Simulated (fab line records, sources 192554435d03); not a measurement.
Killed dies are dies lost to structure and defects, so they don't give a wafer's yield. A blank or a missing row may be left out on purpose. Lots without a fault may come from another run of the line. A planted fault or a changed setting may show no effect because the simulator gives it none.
Chamber matching | flow n5_finfet | N5_BEOL_M7_ETCH_72 on rie_diel-01: 4 sister chambers
The step etches underlayer in N2/H2, target depth 6.5 nm, time 5.2 s. 14 wafers are shown with their chamber, then 7 later ones without.

WAFERS WITH THEIR CHAMBER
wafer  | chamber | drypump_motor_current_A (A) | showerhead_plenum_p_Torr (Torr) | throttle_valve_pct (%)
L079.1 | 0       | 5.2                         | 2.53                            | 18.15
L079.2 | 3       | 5.9                         | 2.43                            | 18.10
L079.5 | 2       | 6.0                         | 2.55                            | 17.85
L080.1 | 0       | 5.2                         | 2.53                            | 18.12
L080.4 | 2       | 6.0                         | 2.55                            | 17.83
L080.5 | 2       | 6.0                         | 2.55                            | 17.85
L081.3 | 3       | 5.9                         | 2.43                            | 18.11
L081.4 | 2       | 6.0                         | 2.55                            | 17.84
L081.6 | 2       | 6.0                         | 2.55                            | 17.85
L088.1 | 3       | 5.9                         | 2.43                            | 18.14
L088.3 | 1       | 4.9                         | 2.62                            | 17.86
L088.4 | 2       | 6.0                         | 2.54                            | 17.87
L090.1 | 3       | 6.0                         | 2.43                            | 18.14
L090.3 | 1       | 4.9                         | 2.61                            | 17.86

SIGNATURES (means of the wafers above)
reading                  | chamber 0 | chamber 1 | chamber 2 | chamber 3 | scatter within a chamber
drypump_motor_current_A  | 5.200     | 4.900     | 6.000     | 5.925     | 0.0274
showerhead_plenum_p_Torr | 2.5300    | 2.6150    | 2.5483    | 2.4300    | 0.00365
throttle_valve_pct       | 18.1350   | 17.8600   | 17.8483   | 18.1225   | 0.0162
Rule: a wafer's distance from a chamber is the root of the sum, over the readings, of the square of ((its reading less the chamber's mean) divided by the reading's scatter). The wafer belongs to the nearest chamber; if the next one is less than 2 further off, it can't be placed. The scatter: the root of (the sum of the squares of (reading less its chamber's mean) over the shown wafers, divided by (wafers less chambers)).

WAFERS WITHOUT THEIR CHAMBER
wafer  | drypump_motor_current_A (A) | showerhead_plenum_p_Torr (Torr) | throttle_valve_pct (%)
L090.5 | 4.9                         | 2.61                            | 17.88
L091.3 | 4.9                         | 2.61                            | 17.86
L091.5 | 6.0                         | 2.54                            | 17.90
L091.6 | 5.2                         | 2.53                            | 18.17
L097.1 | 5.9                         | 2.42                            | 18.13
L097.3 | 5.2                         | 2.52                            | 18.16
L097.6 | 6.0                         | 2.54                            | 17.91

WHICH CHAMBER EACH WENT THROUGH
wafer  | from the rows above | in truth
L090.5 | 1                   | 1
L091.3 | 1                   | 1
L091.5 | 2                   | 2
L091.6 | 0                   | 0
L097.1 | 3                   | 3
L097.3 | 0                   | 0
L097.6 | 2                   | 2
Placed correctly: 7 of 7. Can't be placed from these rows: 0. Placed wrongly: 0.
